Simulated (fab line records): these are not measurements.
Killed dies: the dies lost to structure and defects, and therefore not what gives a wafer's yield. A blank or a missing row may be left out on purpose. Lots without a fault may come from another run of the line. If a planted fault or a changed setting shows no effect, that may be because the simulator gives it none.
fab line records	flow n5_finfet
record lots=7	wafers=21
route steps=1938 shown BEOL_M1@770 BEOL_M2@848 BEOL_M3@938 BEOL_M4@1026 BEOL_M5@1115 BEOL_M6@1239
start_h: start of the lot's first displayed wafer, in hours after the record's first day	wait_h: hours since the lot's step before	" unchanged from the row above	L1.1+2: several wafers, shown together as one row	- value missing, or start not given	* or withheld: withheld	< > ~ a bound
route shown NAME@n: names a module that has steps shown in the file, with the first one's number in the route	usual: average and standard deviation across the fault-free wafers	same: alike in all rows	chamber/n: place in a boat	sites: per-site readings	_std_site: standard deviation across them	_edge_site: the outer-site mean with the inner-site mean subtracted	radius_mm: how far each site lies from the wafer's centre	mask NAME#n: copy n	behind: tool/chamber where the wafer was last shaped	hold: cause of the lot's hold/its duration in hours/its outcome	device: the transistor (n, p or np) that didn't switch	end of line: tests run on the same wafers once the route is complete	a step without rows: its recipe alone	killed: the dies lost at the first sort to structure and to defects; this is not the yield of the wafer	map: dies across one wafer; x = killed, . = not, _ = none there
set.NAME: setting as actually run; set.NAME@STEP: the setting as run at that earlier step	model.NAME: the simulator's own value behind a step, which no gauge read
lots with deliberately changed settings; one table per step, one row per wafer
## steps
# step N5_BEOL_M1_ETCH_64
# recipe chemistry=N2/H2	target=SOC	target_depth_a=750	overetch_a=150	mask_material=SiARC	temp_c=40	time_s=112.5	ion_energy_ev=200	pressure_mtorr=30	source_w=840	bias_w=150	n2_flow_sccm=200	h2_flow_sccm=200
# usual rf_vpp_V=524.7/2.4
lot.wafer	tool	chamber	start_h	wait_h	set.bias_w	rf_vpp_V	model.SiARC_of_BEOL_M1_COAT_62.thk_nm
L076.1	rie_diel-01	3	138.80	0.0	150	523.0	6.8
L076.3	"	0	"	"	132.6	486.0	7.6
L076.5	"	3	"	"	132.6	484.2	7.6
L085.3	rie_diel-02	2	197.46	0.0	150	520.6	6.8
L085.4	"	1	"	"	150	527.9	6.6
L085.6	"	3	"	"	150	526.8	7
L086.1	rie_diel-02	0	205.84	0.0	150	524.8	6.8
L086.2	"	3	"	"	150	526.9	7
L086.3	"	1	"	"	127.1	477.0	7.8
L090.3	rie_diel-04	1	221.74	0.0	131.5	481.2	7.6
L090.4	"	3	"	"	131.5	486.7	7.4
L090.5	"	3	"	"	131.5	485.8	7.6
L092.2	rie_diel-04	0	231.62	0.0	150	526.3	7
L092.3	"	3	"	"	150	527.7	6.8
L092.6	"	1	"	"	150	521.7	6.8
L095.4	rie_diel-04	2	253.66	0.0	150	526.4	6.8
L095.5	"	3	"	"	150	527.4	6.6
L095.6	"	2	"	"	150	525.3	6.8
L097.1	rie_diel-02	1	262.96	0.0	150	528.7	6.8
L097.4	"	2	"	"	150	520.4	6.8
L097.5	"	0	"	"	150	525.8	7
# step N5_BEOL_M1_STRIP_65
# recipe chemistry=N2/H2	temp_c=40	n2_flow_sccm=200	h2_flow_sccm=200	rf_frequency_hz=6e+07
# step N5_BEOL_M1_STRIP_75
# recipe chemistry=N2/H2	temp_c=40	n2_flow_sccm=200	h2_flow_sccm=200	rf_frequency_hz=6e+07
# step N5_BEOL_M1_STRIP_66
# recipe chemistry=CF4	resist=SiARC	power_w=300	bias_power_w=75	pressure_mtorr=50	cf4_flow_sccm=150	rf_frequency_hz=6e+07
# step N5_BEOL_M1_HM_OPEN_17
# recipe chemistry=Cl2/BCl3	target_depth_a=200	overetch_a=60	target=TiN	mask_material=SOC	ion_energy_ev=150	pressure_mtorr=10	icp_w=1000	bias_w=126	Cl2_flow_sccm=53.25	bcl3_flow_sccm=21.75	Ar_flow_sccm=25
lot.wafer	tool	chamber	start_h	wait_h	set.target_thk_a@BEOL_M1_HM_DEP_02	model.etch.depth_nm
L076.1	rie_metal-01	0	138.97	0.0	200	20.02
L076.3	"	0	"	"	200	19.88
L076.5	"	1	"	"	200	20.14
L085.3	rie_metal-01	1	197.66	0.1	200	19.89
L085.4	"	0	"	"	200	19.98
L085.6	"	1	"	"	200	19.81
L086.1	rie_metal-03	1	206.02	0.0	200	19.82
L086.2	"	0	"	"	185.8	18.55
L086.3	"	1	"	"	185.8	18.45
L090.3	rie_metal-01	1	221.94	0.1	200	19.86
L090.4	"	0	"	"	200	20.05
L090.5	"	0	"	"	180.9	18.1
L092.2	rie_metal-03	0	231.89	0.1	200	19.89
L092.3	"	0	"	"	200	19.77
L092.6	"	0	"	"	200	19.83
L095.4	rie_metal-02	0	253.86	0.1	200	20.05
L095.5	"	1	"	"	200	20.03
L095.6	"	0	"	"	200	20.17
L097.1	rie_metal-02	0	263.13	0.0	185.6	18.75
L097.4	"	1	"	"	200	19.99
L097.5	"	1	"	"	185.6	18.67
# step N5_BEOL_M2_COAT_05
# recipe resist=CAR-EUV	spin_rpm=1500	resist_thk_nm=30
lot.wafer	tool	chamber	start_h	wait_h	set.spin_rpm	model.CAR-EUV_of_BEOL_M2_COAT_05.thk_nm
L076.1+3	litho_track-05	0	-	-	1500	30
L076.5	"	0	"	"	1602	29
L085.3+6	litho_track-05	0	-	-	1425	30.8
L085.4	"	0	"	"	1500	30
L086.1+2	litho_track-05	0	-	-	1500	30
L086.3	"	0	"	"	1500	30.2
L090.3	litho_track-01	0	-	-	1500	30
L090.4+5	"	0	"	"	1575	29.2
L092.2+3	litho_track-05	0	-	-	1500	30
L092.6	"	0	"	"	1451	30.6
L095.4+5+6	litho_track-02	0	-	-	1500	30
L097.1	litho_track-01	0	-	-	1500	30
L097.4+5	"	0	"	"	1578	29.2
# step N5_BEOL_M2_EBR_07
# recipe solvent=PGMEA	ebr_width_mm=1.5
# step N5_BEOL_M2_SOFTBAKE_06
# recipe temp_c=110	time_s=60	resist=CAR-EUV
# step N5_BEOL_M2_DESCUM_16
# recipe chemistry=O2	time_s=7	source_power_w=50	bias_power_w=20	pressure_mtorr=20	rf_frequency_hz=2.712e+07	temp_c=40	resist=CAR-EUV	o2_flow_sccm=225
lot.wafer	tool	chamber	start_h	wait_h	set.spin_rpm@BEOL_M2_COAT_05	model.CAR-EUV_of_BEOL_M2_COAT_05.thk_nm
L076.1+3	rie_diel-06	2,0	157.36	1.2	1500	26
L076.5	"	2	"	"	1602	25
L085.3+6	rie_diel-06	2,0	206.81	0.0	1425	26.8
L085.4	"	3	"	"	1500	26
L086.1	rie_diel-03	3	216.89	0.0	1500	26
L086.2+3	"	0,2	"	"	1500	26.2
L090.3	rie_diel-05	2	230.98	0.4	1500	26
L090.4+5	"	3,0	"	"	1575	25.4
L092.2	rie_diel-03	1	257.47	0.0	1500	26
L092.3	"	2	"	"	1500	26.2
L092.6	"	3	"	"	1451	26.6
L095.4+5+6	rie_diel-05	0,2,3	266.12	0.0	1500	26.2
L097.1	rie_diel-05	2	271.87	0.6	1500	26.2
L097.4	"	1	"	"	1578	25.4
L097.5	"	3	"	"	1578	25.2
# step N5_BEOL_M3_COAT_05
# recipe resist=CAR-EUV	spin_rpm=1500	resist_thk_nm=30
lot.wafer	tool	chamber	start_h	wait_h	set.spin_rpm	model.CAR-EUV_of_BEOL_M3_COAT_05.thk_nm
L076.1+3+5	litho_track-03	0	-	-	1500	30
L085.3+4	litho_track-04	0	-	-	1358	31.6
L085.6	"	0	"	"	1500	30.2
L086.1	litho_track-03	0	-	-	1667	28.4
L086.2+3	"	0	"	"	1500	30.2
L090.3	litho_track-01	0	-	-	1500	29.8
L090.4	"	0	"	"	1500	30
L090.5	"	0	"	"	1554	29.4
L092.2+6	litho_track-03	0	-	-	1500	30
L092.3	"	0	"	"	1668	28.4
L095.4+5+6	litho_track-04	0	-	-	1500	30.2
L097.1	litho_track-01	0	-	-	1500	30.2
L097.4+5	"	0	"	"	1500	30
# step N5_BEOL_M3_EBR_07
# recipe solvent=PGMEA	ebr_width_mm=1.5
# step N5_BEOL_M3_SOFTBAKE_06
# recipe temp_c=110	time_s=60	resist=CAR-EUV
# step N5_BEOL_M3_EXPOSE_08
# recipe mask_id=M3	na=0.33	source_shape=dipole	sigma_inner=0.369	sigma_outer=0.767	polarization=unpolarized	dose_mj=33
# step N5_BEOL_M3_PEB_09
# recipe peb_temp_c=100	peb_time_s=60	resist=CAR-EUV
# step N5_BEOL_M3_DEVELOP_10
# recipe develop_time_s=30	developer=TMAH	resist=CAR-EUV	rinse_liquid=surfactant_rinse	dry=air_spin	dev_temp_c=23
lot.wafer	tool	chamber	start_h	wait_h	set.spin_rpm@BEOL_M3_COAT_05	model.CAR-EUV_of_BEOL_M3_COAT_05.thk_nm
L076.1+5	litho_track-03	0	-	-	1500	29.6
L076.3	"	0	"	"	1500	29.4
L085.3+4	litho_track-04	0	-	-	1358	31
L085.6	"	0	"	"	1500	29.8
L086.1	litho_track-04	0	-	-	1667	28
L086.2+3	"	0	"	"	1500	29.6
L090.3+4	litho_track-03	0	-	-	1500	29.4
L090.5	"	0	"	"	1554	28.8
L092.2+6	litho_track-01	0	-	-	1500	29.6
L092.3	"	0	"	"	1668	28
L095.4+6	litho_track-01	0	-	-	1500	29.8
L095.5	"	0	"	"	1500	29.6
L097.1+4+5	litho_track-01	0	-	-	1500	29.6
# step N5_BEOL_M4_COAT_62
# recipe resist=SiARC	temp_c=220	time_s=60	spin_rpm=1500	resist_thk_nm=12
lot.wafer	tool	chamber	start_h	wait_h	set.spin_rpm	model.SiARC_of_BEOL_M4_COAT_62.thk_nm
L076.1+5	litho_track-05	0	-	-	1500	12
L076.3	"	0	"	"	1388	12.6
L085.3+6	litho_track-04	0	-	-	1422	12.4
L085.4	"	0	"	"	1500	12
L086.1	litho_track-04	0	-	-	1408	12.4
L086.2+3	"	0	"	"	1500	12
L090.3	litho_track-02	0	-	-	1500	12
L090.4	"	0	"	"	1569	11.6
L090.5	"	0	"	"	1569	11.8
L092.2	litho_track-02	0	-	-	1500	12
L092.3+6	"	0	"	"	1451	12.2
L095.4+5+6	litho_track-02	0	-	-	1500	12
L097.1+5	litho_track-04	0	-	-	1449	12.2
L097.4	"	0	"	"	1500	12
# step N5_BEOL_M4_COAT_05
# recipe resist=CAR-EUV	spin_rpm=1500	resist_thk_nm=30
lot.wafer	tool	chamber	start_h	wait_h	set.spin_rpm	model.CAR-EUV_of_BEOL_M4_COAT_05.thk_nm
L076.1	litho_track-05	0	-	-	1500	30.2
L076.3	"	0	"	"	1543	29.6
L076.5	"	0	"	"	1543	29.8
L085.3+4	litho_track-04	0	-	-	1344	31.8
L085.6	"	0	"	"	1500	30
L086.1+2+3	litho_track-04	0	-	-	1500	30
L090.3	litho_track-02	0	-	-	1559	29.4
L090.4+5	"	0	"	"	1500	30
L092.2	litho_track-02	0	-	-	1500	30
L092.3+6	"	0	"	"	1640	28.8
L095.4+5+6	litho_track-02	0	-	-	1500	30.2
L097.1+4+5	litho_track-04	0	-	-	1500	30
# step N5_BEOL_M4_EBR_07
# recipe solvent=PGMEA	ebr_width_mm=1.5
# step N5_BEOL_M4_SOFTBAKE_06
# recipe temp_c=110	time_s=60	resist=CAR-EUV
# step N5_BEOL_M4_EXPOSE_08
# recipe mask_id=M4	na=0.33	source_shape=dipole	sigma_inner=0.369	sigma_outer=0.767	polarization=unpolarized	dose_mj=41.25
# step N5_BEOL_M4_PEB_09
# recipe peb_temp_c=100	peb_time_s=60	resist=CAR-EUV
# step N5_BEOL_M4_DEVELOP_10
# recipe develop_time_s=30	developer=TMAH	resist=CAR-EUV	rinse_liquid=surfactant_rinse	dry=air_spin	dev_temp_c=23
lot.wafer	tool	chamber	start_h	wait_h	set.spin_rpm@BEOL_M4_COAT_05	model.CAR-EUV_of_BEOL_M4_COAT_05.thk_nm
L076.1	litho_track-05	0	-	-	1500	29.6
L076.3+5	"	0	"	"	1543	29.2
L085.3+4	litho_track-04	0	-	-	1344	31.4
L085.6	"	0	"	"	1500	29.6
L086.1+2+3	litho_track-05	0	-	-	1500	29.6
L090.3	litho_track-05	0	-	-	1559	29
L090.4+5	"	0	"	"	1500	29.6
L092.2	litho_track-02	0	-	-	1500	29.6
L092.3	"	0	"	"	1640	28.4
L092.6	"	0	"	"	1640	28.2
L095.4+5+6	litho_track-04	0	-	-	1500	29.8
L097.1+4+5	litho_track-02	0	-	-	1500	29.6
# step N5_BEOL_M4_DESCUM_16
# recipe chemistry=O2	time_s=7	source_power_w=50	bias_power_w=20	pressure_mtorr=20	rf_frequency_hz=2.712e+07	temp_c=40	resist=CAR-EUV	o2_flow_sccm=225
# step N5_BEOL_M4_ETCH_74
# recipe chemistry=N2/H2	target=underlayer	target_depth_a=65	mask_material=CAR-EUV	time_s=5.2	ion_energy_ev=200	pressure_mtorr=30	source_w=840	bias_w=150	n2_flow_sccm=200	h2_flow_sccm=200	ends=cleared
# step N5_BEOL_M4_ETCH_63
# recipe chemistry=CF4	target=SiARC	target_depth_a=156	mask_material=CAR-EUV	time_s=26	ion_energy_ev=80	pressure_mtorr=40	source_w=545	bias_w=36	Ar_flow_sccm=100	cf4_flow_sccm=100	ends=cleared
# usual etch_rf_on_time_s=25.8/0.39
lot.wafer	tool	chamber	start_h	wait_h	set.spin_rpm@BEOL_M4_COAT_62	set.spin_rpm@BEOL_M4_COAT_05	etch_rf_on_time_s	model.CAR-EUV_of_BEOL_M4_COAT_05.thk_nm	model.etch.depth_nm
L076.1	rie_diel-03	2	180.71	0.0	1500	1500	26.0	11.2	12.03
L076.3	"	0	"	"	1388	1543	26.9	10.4	12.52
L076.5	"	3	"	"	1500	1543	25.6	10.8	12.04
L085.3	rie_diel-03	3	231.53	0.0	1422	1344	26.4	12.6	12.38
L085.4	"	1	"	"	1500	1344	25.6	13	12.07
L085.6	"	1	"	"	1422	1500	26.3	11	12.38
L086.1	rie_diel-05	1	243.81	0.0	1408	1500	27.4	10.8	12.45
L086.2	"	3	"	"	1500	1500	25.9	11.2	12.04
L086.3	"	2	"	"	1500	1500	25.4	11	12.05
L090.3	rie_diel-03	3	268.94	0.0	1500	1559	25.7	10.4	12
L090.4	"	1	"	"	1569	1500	24.8	11.2	11.7
L090.5	"	1	"	"	1569	1500	24.8	11.4	11.72
L092.2	rie_diel-06	2	286.32	0.0	1500	1500	25.6	11	12.05
L092.3	"	3	"	"	1451	1640	26.6	9.8	12.23
L092.6	"	3	"	"	1451	1640	26.7	9.6	12.25
L095.4	rie_diel-03	0	301.68	0.0	1500	1500	25.0	11.2	12.08
L095.5	"	1	"	"	1500	1500	25.5	11.2	12.03
L095.6	"	0	"	"	1500	1500	25.1	11.2	12.03
L097.1	rie_diel-03	1	310.17	0.0	1449	1500	25.9	10.8	12.23
L097.4	"	2	"	"	1500	1500	26.0	11.2	12.03
L097.5	"	3	"	"	1449	1500	25.9	11	12.25
# step N5_BEOL_M4_ETCH_64
# recipe chemistry=N2/H2	target=SOC	target_depth_a=750	overetch_a=225	mask_material=SiARC	temp_c=40	time_s=121.9	ion_energy_ev=200	pressure_mtorr=30	source_w=840	bias_w=150	n2_flow_sccm=200	h2_flow_sccm=200
lot.wafer	tool	chamber	start_h	wait_h	set.spin_rpm@BEOL_M4_COAT_62	model.SiARC_of_BEOL_M4_COAT_62.thk_nm
L076.1+5	rie_diel-03	2,3	180.74	0.0	1500	6.4
L076.3	"	0	"	"	1388	7
L085.3+6	rie_diel-03	3,1	231.55	0.0	1422	6.6
L085.4	"	1	"	"	1500	6.2
L086.1	rie_diel-05	1	243.84	0.0	1408	6.8
L086.2+3	"	3,2	"	"	1500	6.4
L090.3	rie_diel-03	3	269.02	0.1	1500	6.2
L090.4+5	"	1	"	"	1569	5.8
L092.2	rie_diel-06	2	286.35	0.0	1500	6.2
L092.3+6	"	3	"	"	1451	6.4
L095.4+5+6	rie_diel-03	0,1,0	301.71	0.0	1500	6.2
L097.1+5	rie_diel-03	1,3	310.20	0.0	1449	6.4
L097.4	"	2	"	"	1500	6.4
# step N5_BEOL_M5_PECVD_70
# recipe material=SiO2	target_thk_a=160	temp_c=400	precursor=TEOS/O2	pressure_torr=5.5	rf_w=450	teos_flow_sccm=53.8	gas=O2	flow_sccm=3000	time_s=18
lot.wafer	tool	chamber	start_h	wait_h	set.time_s	model.SiO2_of_BEOL_M5_PECVD_70.thk_nm
L076.1	pecvd-02	2	196.00	0.0	18	15.8
L076.3	"	1	"	"	18	15.6
L076.5	"	1	"	"	18	16
L085.3	pecvd-02	1	245.07	0.0	18	15.8
L085.4	"	0	"	"	18.76	17
L085.6	"	1	"	"	18	16
L086.1	pecvd-02	1	252.78	0.0	19.79	17.4
L086.2	"	2	"	"	18	16
L086.3	"	0	"	"	18	16.2
L090.3	pecvd-02	0	281.49	0.0	20.38	18
L090.4	"	1	"	"	20.38	18.4
L090.5	"	2	"	"	20.38	18.2
L092.2+6	pecvd-02	0,2	306.41	0.0	16.53	14.6
L092.3	"	2	"	"	18	16
L095.4+5	pecvd-02	2,0	314.76	0.1	18	16.2
L095.6	"	1	"	"	18	16
L097.1+4	pecvd-03	1,2	337.98	0.0	16.24	14.4
L097.5	"	1	"	"	18	16.2
# step N5_BEOL_M5_HM_DEP_02
# recipe material=TiN	target_thk_a=200	temp_c=25	chamber_pressure_pa=0.49996
# step N5_BEOL_M5_COAT_59
# recipe resist=SOC	temp_c=250	time_s=60	spin_rpm=1500	resist_thk_nm=60
# step N5_BEOL_M5_STRIP_91
# recipe chemistry=N2/H2	time_s=10	power_w=450	temp_c=40	pressure_mtorr=20	rf_frequency_hz=6e+07	bias_power_w=7	n2_flow_sccm=200	h2_flow_sccm=200
# step N5_BEOL_M5_HM_STRIP_39
# recipe chemistry=peroxide_tin_strip	material=TiN	target_depth_a=250	temp_c=50	time_s=158
lot.wafer	tool	chamber	start_h	wait_h	set.time_s@BEOL_M5_PECVD_70	model.SiO2_of_BEOL_M5_PECVD_70.thk_nm
L076.1	wet_bench-06	0	199.40	0.0	18	15.6
L076.3	"	7	"	"	18	15.4
L076.5	"	4	"	"	18	15.8
L085.3	wet_bench-06	7	253.60	0.0	18	15.8
L085.4	"	0	"	"	18.76	16.8
L085.6	"	4	"	"	18	16
L086.1	wet_bench-03	0	256.89	0.0	19.79	17.2
L086.2	"	4	"	"	18	15.8
L086.3	"	6	"	"	18	16
L090.3	wet_bench-03	2	286.41	0.0	20.38	17.8
L090.4	"	1	"	"	20.38	18.2
L090.5	"	4	"	"	20.38	18
L092.2	wet_bench-03	4	312.67	0.0	16.53	14.4
L092.3	"	3	"	"	18	15.8
L092.6	"	5	"	"	16.53	14.6
L095.4+6	wet_bench-01	4,7	318.18	0.0	18	16
L095.5	"	3	"	"	18	16.2
L097.1	wet_bench-03	4	341.71	0.0	16.24	14.2
L097.4	"	5	"	"	16.24	14.4
L097.5	"	3	"	"	18	16
# step N5_BEOL_M6_TRENCH_ETCH_37
# recipe chemistry=C4F6/O2	target_depth_a=944.35	target=SiCOH_lowk	time_s=31.5	ion_energy_ev=250	pressure_mtorr=30	source_w=345	bias_w=185	Ar_flow_sccm=300	C4F6_flow_sccm=10	O2_flow_sccm=10
# usual rf_vpp_V=664/7
lot.wafer	tool	chamber	start_h	wait_h	set.bias_w	rf_vpp_V	model.BEOL_M6.feature_depth_nm	model.etch.depth_nm
L076.1	rie_diel-06	1	-	-	185	665	96	95.95
L076.3	"	2	"	"	185	653	95.6	95.7
L076.5	"	3	"	"	185	674	93.6	93.67
L085.3	rie_diel-03	1	-	-	154.3	575	91	91.07
L085.4	"	1	"	"	185	665	95.8	95.75
L085.6	"	3	"	"	185	667	95.6	95.53
L086.1	rie_diel-06	1	-	-	185	665	96	96.1
L086.2	"	2	"	"	185	653	95	95.01
L086.3	"	3	"	"	154.6	584	89.2	89.17
L090.3	rie_diel-06	3	-	-	185	673	94.8	94.71
L090.4	"	1	"	"	185	665	96.2	96.19
L090.5	"	0	"	"	185	652	94.8	94.84
L092.2	rie_diel-03	2	-	-	185	661	93.8	93.84
L092.3	"	0	"	"	185	658	95.6	95.68
L092.6	"	1	"	"	185	665	95	95
L095.4	rie_diel-05	3	-	-	185	671	95.8	95.74
L095.5	"	2	"	"	185	665	95.8	95.81
L095.6	"	0	"	"	185	670	96.6	96.64
L097.1	rie_diel-05	2	-	-	185	664	94.2	94.21
L097.4	"	1	"	"	185	678	96.8	96.78
L097.5	"	3	"	"	167.6	619	91.6	91.58
# step N5_BEOL_M6_ETCH_41
# recipe chemistry=CH3F/O2	target=SiCN	target_depth_a=297	taper_deg=2	time_s=52	ion_energy_ev=120	mask_material=TiN	pressure_mtorr=30	source_w=395	bias_w=75	Ar_flow_sccm=150	CH3F_flow_sccm=30	O2_flow_sccm=20
# step N5_BEOL_M6_STRIP_80
# recipe chemistry=N2/H2	time_s=10	power_w=450	temp_c=40	pressure_mtorr=20	rf_frequency_hz=6e+07	bias_power_w=7	n2_flow_sccm=200	h2_flow_sccm=200
# step N5_BEOL_M6_OCD_MEAS_38
# usual trench_depth_nm=94.9/1.3
lot.wafer	tool	chamber	start_h	wait_h	set.bias_w@BEOL_M6_TRENCH_ETCH_37	trench_depth_nm
L076.1	ocd-02	-	212.54	-	185	96.6
L076.3	"	-	"	"	185	95.4
L076.5	"	-	"	"	185	93.5
L085.3	ocd-01	-	264.75	-	154.3	91.0
L085.4	"	-	"	"	185	96.0
L085.6	"	-	"	"	185	95.5
L086.1	ocd-02	-	267.62	-	185	96.2
L086.2	"	-	"	"	185	95.2
L086.3	"	-	"	"	154.6	88.9
L090.3	ocd-02	-	301.43	-	185	94.6
L090.4	"	-	"	"	185	95.9
L090.5	"	-	"	"	185	94.8
L092.2	ocd-01	-	325.83	-	185	93.8
L092.3	"	-	"	"	185	95.2
L092.6	"	-	"	"	185	94.5
L095.4	ocd-01	-	330.19	-	185	95.9
L095.5	"	-	"	"	185	95.3
L095.6	"	-	"	"	185	96.6
L097.1	ocd-01	-	355.59	-	185	94.2
L097.4	"	-	"	"	185	96.9
L097.5	"	-	"	"	167.6	91.4
## key
split step=N5_BEOL_M1_ETCH_64	setting=bias_w	stated=150	by=wafer
response step=N5_BEOL_M1_ETCH_64	reading=rf_vpp_V	change=+3.22	per=1%	r=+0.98
response step=N5_BEOL_M1_ETCH_64	reading=model.SiARC_of_BEOL_M1_COAT_62.thk_nm	change=-0.0626	per=1%	r=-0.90
split step=N5_BEOL_M2_COAT_05	setting=spin_rpm	stated=1500	by=wafer
response step=N5_BEOL_M2_COAT_05	reading=model.CAR-EUV_of_BEOL_M2_COAT_05.thk_nm	change=-0.156	per=1%	r=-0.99
response step=N5_BEOL_M2_DESCUM_16	reading=model.CAR-EUV_of_BEOL_M2_COAT_05.thk_nm	change=-0.15	per=1%	r=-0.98
split step=N5_BEOL_M3_COAT_05	setting=spin_rpm	stated=1500	by=wafer
response step=N5_BEOL_M3_COAT_05	reading=model.CAR-EUV_of_BEOL_M3_COAT_05.thk_nm	change=-0.151	per=1%	r=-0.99
response step=N5_BEOL_M3_DEVELOP_10	reading=model.CAR-EUV_of_BEOL_M3_COAT_05.thk_nm	change=-0.14	per=1%	r=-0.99
split step=N5_BEOL_M4_COAT_62	setting=spin_rpm	stated=1500	by=wafer
response step=N5_BEOL_M4_COAT_62	reading=model.SiARC_of_BEOL_M4_COAT_62.thk_nm	change=-0.0716	per=1%	r=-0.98
response step=N5_BEOL_M4_ETCH_63	reading=etch_rf_on_time_s	change=*	per=1%	r=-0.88
response step=N5_BEOL_M4_ETCH_63	reading=model.etch.depth_nm	change=-0.0632	per=1%	r=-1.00
response step=N5_BEOL_M4_ETCH_64	reading=model.SiARC_of_BEOL_M4_COAT_62.thk_nm	change=-0.0702	per=1%	r=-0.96
split step=N5_BEOL_M4_COAT_05	setting=spin_rpm	stated=1500	by=wafer
response step=N5_BEOL_M4_COAT_05	reading=model.CAR-EUV_of_BEOL_M4_COAT_05.thk_nm	change=-0.154	per=1%	r=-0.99
response step=N5_BEOL_M4_DEVELOP_10	reading=model.CAR-EUV_of_BEOL_M4_COAT_05.thk_nm	change=-0.157	per=1%	r=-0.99
response step=N5_BEOL_M4_ETCH_63	reading=model.CAR-EUV_of_BEOL_M4_COAT_05.thk_nm	change=-0.165	per=1%	r=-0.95
split step=N5_BEOL_M5_PECVD_70	setting=time_s	stated=18	by=wafer
response step=N5_BEOL_M5_PECVD_70	reading=model.SiO2_of_BEOL_M5_PECVD_70.thk_nm	change=+0.167	per=1%	r=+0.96
response step=N5_BEOL_M5_HM_STRIP_39	reading=model.SiO2_of_BEOL_M5_PECVD_70.thk_nm	change=+0.158	per=1%	r=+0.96
split step=N5_BEOL_M6_TRENCH_ETCH_37	setting=bias_w	stated=185	by=wafer
response step=N5_BEOL_M6_TRENCH_ETCH_37	reading=rf_vpp_V	change=+5.1	per=1%	r=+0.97
response step=N5_BEOL_M6_TRENCH_ETCH_37	reading=model.BEOL_M6.feature_depth_nm	change=+0.344	per=1%	r=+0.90
response step=N5_BEOL_M6_TRENCH_ETCH_37	reading=model.etch.depth_nm	change=+0.343	per=1%	r=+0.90
response step=N5_BEOL_M6_OCD_MEAS_38	reading=trench_depth_nm	change=+0.362	per=1%	r=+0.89
split outside_this_file step=N5_BEOL_M1_HM_DEP_02 setting=target_thk_a
# split outside_this_file: this setting was split too, and the file shows its column; the key of that split is in another file
